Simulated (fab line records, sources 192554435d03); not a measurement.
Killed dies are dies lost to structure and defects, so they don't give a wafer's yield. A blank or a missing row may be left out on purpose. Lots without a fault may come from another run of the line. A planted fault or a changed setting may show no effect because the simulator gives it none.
Chamber matching | flow n5_finfet | N5_BEOL_M6_ETCH_65 on rie_diel-01: 4 sister chambers
The step etches SiARC in CF4, target depth 15.6 nm, time 26 s. 18 wafers are shown with their chamber, then 9 later ones without.

WAFERS WITH THEIR CHAMBER
wafer  | chamber | showerhead_plenum_p_Torr (Torr) | throttle_valve_pct (%) | drypump_motor_current_A (A)
L075.1 | 1       | 2.07                            | 15.87                  | 6.1
L075.2 | 2       | 2.26                            | 15.16                  | 5.6
L075.4 | 3       | 2.24                            | 15.92                  | 6.2
L079.4 | 0       | 2.19                            | 15.41                  | 5.9
L079.5 | 0       | 2.19                            | 15.40                  | 5.9
L079.6 | 1       | 2.07                            | 15.90                  | 6.0
L080.1 | 0       | 2.19                            | 15.42                  | 5.9
L080.3 | 3       | 2.23                            | 15.93                  | 6.2
L080.4 | 2       | 2.26                            | 15.19                  | 5.6
L082.2 | 3       | 2.23                            | 15.94                  | 6.2
L082.3 | 1       | 2.07                            | 15.91                  | 6.1
L082.6 | 3       | 2.23                            | 15.95                  | 6.2
L083.1 | 0       | 2.19                            | 15.42                  | 6.0
L083.2 | 3       | 2.23                            | 15.94                  | 6.2
L083.6 | 3       | 2.23                            | 15.95                  | 6.2
L085.1 | 1       | 2.06                            | 15.93                  | 6.1
L085.2 | 3       | 2.23                            | 15.95                  | 6.2
L085.4 | 2       | 2.26                            | 15.21                  | 5.6

SIGNATURES (means of the wafers above)
reading                  | chamber 0 | chamber 1 | chamber 2 | chamber 3 | scatter within a chamber
showerhead_plenum_p_Torr | 2.1900    | 2.0675    | 2.2600    | 2.2314    | 0.00339
throttle_valve_pct       | 15.4125   | 15.9025   | 15.1867   | 15.9400   | 0.0174
drypump_motor_current_A  | 5.925     | 6.075     | 5.600     | 6.200     | 0.0327
Rule: a wafer's distance from a chamber is the root of the sum, over the readings, of the square of ((its reading less the chamber's mean) divided by the reading's scatter). The wafer belongs to the nearest chamber; if the next one is less than 2 further off, it can't be placed. The scatter: the root of (the sum of the squares of (reading less its chamber's mean) over the shown wafers, divided by (wafers less chambers)).

WAFERS WITHOUT THEIR CHAMBER
wafer  | showerhead_plenum_p_Torr (Torr) | throttle_valve_pct (%) | drypump_motor_current_A (A)
L086.1 | 2.23                            | 15.96                  | 6.2
L086.3 | 2.18                            | 15.44                  | 5.9
L086.4 | 2.26                            | 15.21                  | 5.6
L092.1 | 2.22                            | 15.99                  | 6.2
L092.3 | 2.18                            | 15.48                  | 5.9
L092.6 | 2.18                            | 15.48                  | 5.9
L096.1 | 2.22                            | 16.01                  | 6.2
L096.3 | 2.05                            | 15.99                  | 6.1
L096.5 | 2.22                            | 16.02                  | 6.2

WHICH CHAMBER EACH WENT THROUGH
wafer  | from the rows above | in truth
L086.1 | 3                   | 3
L086.3 | 0                   | 0
L086.4 | 2                   | 2
L092.1 | 3                   | 3
L092.3 | 0                   | 0
L092.6 | 0                   | 0
L096.1 | 3                   | 3
L096.3 | 1                   | 1
L096.5 | 3                   | 3
Placed correctly: 9 of 9. Can't be placed from these rows: 0. Placed wrongly: 0.
